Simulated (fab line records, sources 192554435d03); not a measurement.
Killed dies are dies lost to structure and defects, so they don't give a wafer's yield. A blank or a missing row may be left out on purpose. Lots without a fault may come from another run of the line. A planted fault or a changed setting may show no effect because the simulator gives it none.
Which tool did it? | flow n5_finfet | 24 lots, 72 wafers sampled, at 6 steps of a route of 1938

WHAT THE GAUGES READ, wafer by wafer
N5_BEOL_M12_CD_MEAS_10: target cd 140 nm.
lot  | measured     | on        | cd_nm (nm)
L076 | day 12 11:35 | cd_sem-02 | 141.3 146.1 141.4
L075 | day 12 16:10 | cd_sem-02 | 135.3 138.0 139.2
L074 | day 12 16:37 | cd_sem-01 | 135.8 137.9 137.8
L077 | day 12 20:39 | cd_sem-02 | 139.8 139.5 140.6
L078 | day 13 04:22 | cd_sem-01 | 134.8 139.1 138.5
L081 | day 13 17:29 | cd_sem-01 | 135.7 132.7 137.9
L079 | day 13 17:53 | cd_sem-01 | 138.2 138.9 137.0
L080 | day 13 18:57 | cd_sem-03 | 140.3 140.1 142.3
L085 | day 14 05:58 | cd_sem-02 | 136.9 134.1 132.9
L082 | day 14 08:26 | cd_sem-01 | 143.6 138.8 141.4
L083 | day 14 14:07 | cd_sem-03 | 142.6 143.5 139.1
L084 | day 15 00:46 | cd_sem-03 | 137.4 140.0 137.7
L087 | day 15 06:16 | cd_sem-01 | 140.5 139.5 141.7
L089 | day 15 09:17 | cd_sem-03 | 137.7 133.0 136.7
L086 | day 15 09:36 | cd_sem-01 | 139.7 139.2 136.5
L090 | day 16 04:25 | cd_sem-03 | 140.0 139.2 137.9
L088 | day 16 04:59 | cd_sem-03 | 142.2 138.7 139.7
L092 | day 17 00:56 | cd_sem-02 | 140.3 143.2 142.2
L091 | day 17 01:06 | cd_sem-03 | 139.4 140.8 139.7
L095 | day 17 07:27 | cd_sem-01 | 140.5 137.4 138.1
L094 | day 17 07:44 | cd_sem-02 | 138.5 136.5 138.0
L096 | day 17 08:23 | cd_sem-03 | 138.5 139.6 141.1
L093 | day 17 09:15 | cd_sem-01 | 144.1 141.8 143.0
L097 | day 18 01:17 | cd_sem-02 | 140.3 138.4 141.5

N5_BEOL_M12_INSPECT_12: inspects for defects (macro).
lot  | measured     | on                | raw_defect_count
L076 | day 12 11:38 | defect_inspect-01 | 2 3 4
L075 | day 12 16:13 | defect_inspect-01 | 1 3 0
L074 | day 12 16:40 | defect_inspect-01 | 2 1 0
L077 | day 12 20:42 | defect_inspect-01 | 2 4 0
L078 | day 13 04:25 | defect_inspect-01 | 0 3 5
L081 | day 13 17:32 | defect_inspect-01 | 3 4 4
L079 | day 13 17:56 | defect_inspect-02 | 0 1 4
L080 | day 13 19:01 | defect_inspect-01 | 7 3 1
L085 | day 14 06:01 | defect_inspect-02 | 2 5 1
L082 | day 14 08:31 | defect_inspect-01 | 2 2 3
L083 | day 14 14:11 | defect_inspect-02 | 0 3 0
L084 | day 15 00:49 | defect_inspect-01 | 2 2 2
L087 | day 15 06:19 | defect_inspect-02 | 2 2 1
L089 | day 15 09:21 | defect_inspect-01 | 2 3 2
L086 | day 15 09:39 | defect_inspect-02 | 4 0 3
L090 | day 16 04:28 | defect_inspect-01 | 2 3 2
L088 | day 16 05:03 | defect_inspect-02 | 2 1 1
L092 | day 17 01:00 | defect_inspect-01 | 1 2 2
L091 | day 17 01:10 | defect_inspect-02 | 0 1 2
L095 | day 17 07:31 | defect_inspect-01 | 3 1 4
L094 | day 17 07:47 | defect_inspect-01 | 2 3 1
L096 | day 17 08:27 | defect_inspect-01 | 7 2 3
L093 | day 17 09:18 | defect_inspect-01 | 4 0 3
L097 | day 18 01:20 | defect_inspect-01 | 0 2 1

N5_BEOL_M13_INSPECT_12: inspects for defects (macro).
lot  | measured     | on                | raw_defect_count
L076 | day 12 19:31 | defect_inspect-01 | 4 2 3
L075 | day 12 21:22 | defect_inspect-01 | 1 0 2
L074 | day 12 22:28 | defect_inspect-02 | 1 1 2
L077 | day 13 01:55 | defect_inspect-01 | 1 2 4
L078 | day 13 09:50 | defect_inspect-01 | 3 0 1
L081 | day 13 23:35 | defect_inspect-01 | 2 2 1
L079 | day 14 01:47 | defect_inspect-02 | 2 2 2
L080 | day 14 01:59 | defect_inspect-02 | 1 1 1
L085 | day 14 14:23 | defect_inspect-01 | 2 3 2
L082 | day 14 15:16 | defect_inspect-01 | 5 2 3
L083 | day 14 20:08 | defect_inspect-01 | 5 5 6
L084 | day 15 04:58 | defect_inspect-01 | 1 1 2
L087 | day 15 10:16 | defect_inspect-02 | 3 3 7
L089 | day 15 14:51 | defect_inspect-01 | 3 3 1
L086 | day 15 16:09 | defect_inspect-01 | 4 1 2
L090 | day 16 11:07 | defect_inspect-02 | 1 2 0
L088 | day 16 11:31 | defect_inspect-01 | 3 2 1
L092 | day 17 06:41 | defect_inspect-01 | 1 0 4
L091 | day 17 06:50 | defect_inspect-02 | 1 1 4
L095 | day 17 12:36 | defect_inspect-01 | 6 1 3
L094 | day 17 13:59 | defect_inspect-02 | 1 2 2
L096 | day 17 15:04 | defect_inspect-01 | 2 2 2
L093 | day 17 15:31 | defect_inspect-01 | 4 2 2
L097 | day 18 07:49 | defect_inspect-01 | 2 3 2

WHICH TOOL RAN EACH LOT (tool, then ch and the chambers of the sampled wafers, then the start)
lot  | N5_BEOL_M11_ALD_74                  | N5_BEOL_M12_ILD_DEP_00          | N5_BEOL_M12_VIA_ETCH_16
L076 | ald_metal-01 ch 1,2, day 12 09:17   | pecvd-02 ch 0,1,2, day 12 11:02 | rie_diel-01 ch 1,3, day 12 13:08
L075 | ald_metal-03 ch 0,1,3, day 12 14:16 | pecvd-03 ch 0,2, day 12 15:44   | rie_diel-01 ch 1,2,3, day 12 16:41
L074 | ald_metal-02 ch 0,3, day 12 14:35   | pecvd-03 ch 1,2, day 12 16:03   | rie_diel-03 ch 1,2, day 12 16:47
L077 | ald_metal-02 ch 0,1,3, day 12 18:19 | pecvd-04 ch 0,2, day 12 20:05   | rie_diel-01 ch 1,2,3, day 12 20:49
L078 | ald_metal-02 ch 0,2,3, day 13 02:08 | pecvd-02 ch 0,2, day 13 03:56   | rie_diel-03 ch 0,1,2, day 13 04:59
L081 | ald_metal-02 ch 0,1,3, day 13 15:01 | pecvd-04 ch 0,1, day 13 17:03   | rie_diel-03 ch 1,3, day 13 17:40
L079 | ald_metal-01 ch 0,1,2, day 13 15:12 | pecvd-04 ch 0,1,2, day 13 17:19 | rie_diel-03 ch 0,1,2, day 13 18:03
L080 | ald_metal-02 ch 1,2,3, day 13 15:23 | pecvd-03 ch 0,1,2, day 13 18:31 | rie_diel-01 ch 0,1,3, day 13 19:41
L085 | ald_metal-01 ch 2,3, day 14 03:53   | pecvd-03 ch 1,2, day 14 05:24   | rie_diel-05 ch 1,2,3, day 14 06:10
L082 | ald_metal-02 ch 2,3, day 14 04:35   | pecvd-02 ch 1,2, day 14 07:53   | rie_diel-03 ch 1,2,3, day 14 08:40
L083 | ald_metal-01 ch 1,3, day 14 10:15   | pecvd-03 ch 0,1, day 14 13:34   | rie_diel-05 ch 0,1, day 14 14:18
L084 | ald_metal-02 ch 2,3, day 14 22:29   | pecvd-03 ch 0,1, day 15 00:09   | rie_diel-03 ch 1,2,3, day 15 00:56
L087 | ald_metal-03 ch 0,1,3, day 15 03:44 | pecvd-04 ch 0,1,2, day 15 05:41 | rie_diel-03 ch 2,3, day 15 06:26
L089 | ald_metal-02 ch 1,3, day 15 07:02   | pecvd-02 ch 0,1,2, day 15 08:52 | rie_diel-05 ch 0,1,3, day 15 09:28
L086 | ald_metal-03 ch 1,2,3, day 15 07:17 | pecvd-03 ch 0,1, day 15 09:10   | rie_diel-05 ch 0,1,2, day 15 09:50
L090 | ald_metal-03 ch 0,3, day 16 02:25   | pecvd-03 ch 1,2, day 16 03:59   | rie_diel-01 ch 1,3, day 16 04:35
L088 | ald_metal-01 ch 0,1,2, day 16 02:32 | pecvd-03 ch 0,1, day 16 04:26   | rie_diel-03 ch 0,1,2, day 16 05:10
L092 | ald_metal-02 ch 1,3, day 16 22:46   | pecvd-02 ch 1,2, day 17 00:23   | rie_diel-05 ch 0,1, day 17 01:07
L091 | ald_metal-01 ch 1,2, day 16 23:01   | pecvd-03 ch 1,2, day 17 00:32   | rie_diel-01 ch 2,3, day 17 01:17
L095 | ald_metal-03 ch 1,2,3, day 17 05:01 | pecvd-03 ch 1,2, day 17 06:53   | rie_diel-03 ch 1,2,3, day 17 07:55
L094 | ald_metal-02 ch 1,3, day 17 05:19   | pecvd-04 ch 0,2, day 17 07:10   | rie_diel-05 ch 0,1, day 17 07:57
L096 | ald_metal-03 ch 1,2,3, day 17 05:56 | pecvd-03 ch 1,2, day 17 07:50   | rie_diel-05 ch 0,1,2, day 17 08:34
L093 | ald_metal-02 ch 0,1,3, day 17 07:14 | pecvd-02 ch 0,1, day 17 08:49   | rie_diel-01 ch 1,3, day 17 09:37
L097 | ald_metal-02 ch 0,2, day 17 22:36   | pecvd-03 ch 0,2, day 18 00:51   | rie_diel-05 ch 0,2, day 18 01:28
- N5_BEOL_M11_ALD_74: deposits TaN, target thk 2 nm, pulse time 2 s, purge time 3 s.
- N5_BEOL_M12_ILD_DEP_00: deposits SiOC from DEMS/O2, target thk 658.92 nm, time 130.7 s.
- N5_BEOL_M12_VIA_ETCH_16: etches SiOC in C4F8/O2/Ar, target depth 724.8 nm.

WHAT THE TOOLS THEMSELVES READ (means of the sampled wafers that have a number; where no wafer has one, the mark that the record gives instead)
N5_BEOL_M11_ALD_74.
lot  | tool         | heater_power_w (W)
L076 | ald_metal-01 | 461
L075 | ald_metal-03 | 411
L074 | ald_metal-02 | 358
L077 | ald_metal-02 | 360
L078 | ald_metal-02 | 348
L081 | ald_metal-02 | 359
L079 | ald_metal-01 | 463
L080 | ald_metal-02 | 370
L085 | ald_metal-01 | 421
L082 | ald_metal-02 | 362
L083 | ald_metal-01 | 414
L084 | ald_metal-02 | 361
L087 | ald_metal-03 | 413
L089 | ald_metal-02 | 374
L086 | ald_metal-03 | 437
L090 | ald_metal-03 | 400
L088 | ald_metal-01 | 411
L092 | ald_metal-02 | 373
L091 | ald_metal-01 | 395
L095 | ald_metal-03 | 446
L094 | ald_metal-02 | 369
L096 | ald_metal-03 | 443
L093 | ald_metal-02 | 355
L097 | ald_metal-02 | 349

N5_BEOL_M12_ILD_DEP_00.
lot  | tool     | heater_power_w (W) | showerhead_plenum_p_Torr (Torr) | throttle_valve_pct (%)
L076 | pecvd-02 | 492                | 5.684                           | 12.4
L075 | pecvd-03 | 493                | 5.697                           | 12.8
L074 | pecvd-03 | 433                | 5.699                           | 12.6
L077 | pecvd-04 | 473                | 5.677                           | 11.6
L078 | pecvd-02 | 477                | 5.688                           | 12.2
L081 | pecvd-04 | 485                | 5.703                           | 12.2
L079 | pecvd-04 | 476                | 5.682                           | 12.0
L080 | pecvd-03 | 450                | 5.698                           | 12.7
L085 | pecvd-03 | 450                | 5.689                           | 12.5
L082 | pecvd-02 | 471                | 5.670                           | 12.4
L083 | pecvd-03 | 480                | 5.699                           | 13.5
L084 | pecvd-03 | 483                | 5.694                           | 13.2
L087 | pecvd-04 | 453                | 5.686                           | 12.0
L089 | pecvd-02 | 490                | 5.693                           | 12.4
L086 | pecvd-03 | 476                | 5.699                           | 13.3
L090 | pecvd-03 | 451                | 5.700                           | 12.5
L088 | pecvd-03 | 513                | 5.694                           | 13.3
L092 | pecvd-02 | 508                | 5.684                           | 12.5
L091 | pecvd-03 | 440                | 5.701                           | 12.0
L095 | pecvd-03 | 415                | 5.695                           | 12.7
L094 | pecvd-04 | 483                | 5.681                           | 11.9
L096 | pecvd-03 | 432                | 5.701                           | 11.9
L093 | pecvd-02 | 505                | 5.698                           | 12.9
L097 | pecvd-03 | 498                | 5.703                           | 12.9

N5_BEOL_M12_VIA_ETCH_16.
lot  | tool        | chamber_pressure_mTorr (mTorr) | drypump_motor_current_A (A) | oes_product_au (a.u.) | rf_vpp_V (V) | showerhead_plenum_p_Torr (Torr) | throttle_valve_pct (%)
L076 | rie_diel-01 | 29.972                         | 6.2                         | 0.75                  | 667          | 3.53                            | 24.44
L075 | rie_diel-01 | 30.027                         | 5.8                         | 0.76                  | 666          | 3.42                            | 24.18
L074 | rie_diel-03 | 29.999                         | 5.5                         | 0.78                  | 670          | 3.60                            | 24.25
L077 | rie_diel-01 | 30.010                         | 5.8                         | 0.76                  | 666          | 3.42                            | 24.18
L078 | rie_diel-03 | 30.003                         | 5.6                         | 0.79                  | 671          | 3.60                            | 24.07
L081 | rie_diel-03 | 29.988                         | 6.1                         | 0.66                  | 666          | 3.43                            | 24.07
L079 | rie_diel-03 | 30.000                         | 5.6                         | 0.78                  | 671          | 3.60                            | 24.08
L080 | rie_diel-01 | 30.013                         | 6.0                         | 0.74                  | 665          | 3.42                            | 24.32
L085 | rie_diel-05 | 29.985                         | 5.5                         | 0.76                  | 667          | 3.46                            | 24.21
L082 | rie_diel-03 | 30.024                         | 5.8                         | 0.72                  | 668          | 3.52                            | 24.16
L083 | rie_diel-05 | 30.009                         | 5.6                         | 0.73                  | 661          | 3.28                            | 24.37
L084 | rie_diel-03 | 30.005                         | 5.9                         | 0.71                  | 669          | 3.51                            | 24.16
L087 | rie_diel-03 | 30.007                         | 6.2                         | 0.67                  | 666          | 3.44                            | 24.05
L089 | rie_diel-05 | 30.012                         | 5.5                         | 0.73                  | 663          | 3.32                            | 24.36
L086 | rie_diel-05 | 30.005                         | 5.6                         | 0.70                  | 663          | 3.35                            | 24.31
L090 | rie_diel-01 | 30.005                         | 6.0                         | 0.72                  | 665          | 3.41                            | 24.31
L088 | rie_diel-03 | 30.006                         | 5.6                         | 0.75                  | 670          | 3.59                            | 24.13
L092 | rie_diel-05 | 30.022                         | 5.6                         | 0.70                  | 661          | 3.27                            | 24.39
L091 | rie_diel-01 | 30.022                         | 5.6                         | 0.72                  | 665          | 3.39                            | 24.14
L095 | rie_diel-03 | 29.988                         | 5.9                         | 0.77                  | 668          | 3.50                            | 24.07
L094 | rie_diel-05 | 29.997                         | 5.6                         | 0.68                  | 659          | 3.20                            | 24.47
L096 | rie_diel-05 | 29.990                         | 5.5                         | 0.69                  | 664          | 3.34                            | 24.32
L093 | rie_diel-01 | 30.001                         | 6.1                         | 0.71                  | 665          | 3.40                            | 24.33
L097 | rie_diel-05 | 30.000                         | 5.6                         | 0.67                  | 660          | 3.27                            | 24.43

THE ANSWER, worked out from the rows above alone
Rule: what is usual is taken from the lots themselves. Put in order of their means at a reading, lots are off if they are a third of the lots or fewer, leave a main group of 4 or more, and stand apart from it by a gap of 3 or more times the standard deviation of the main group's means; of several such gaps the widest counts. A main group whose means are all the same, to the digits that the tables above print for the reading, isn't used. A lot without any number at a reading at which 4 lots or more have one is off too. The other lots that the step has rows for count as sound. The gauges are gone through in route order, then the tools' own readings, and for those a lot's mean is taken as printed above. The first step at which some lot is off is used, and at that step the reading that is off furthest; a lot without a number counts as furthest.
No lot is off at any reading shown: from this, nothing can be told.

WHAT THE SIMULATOR HAD PUT IN
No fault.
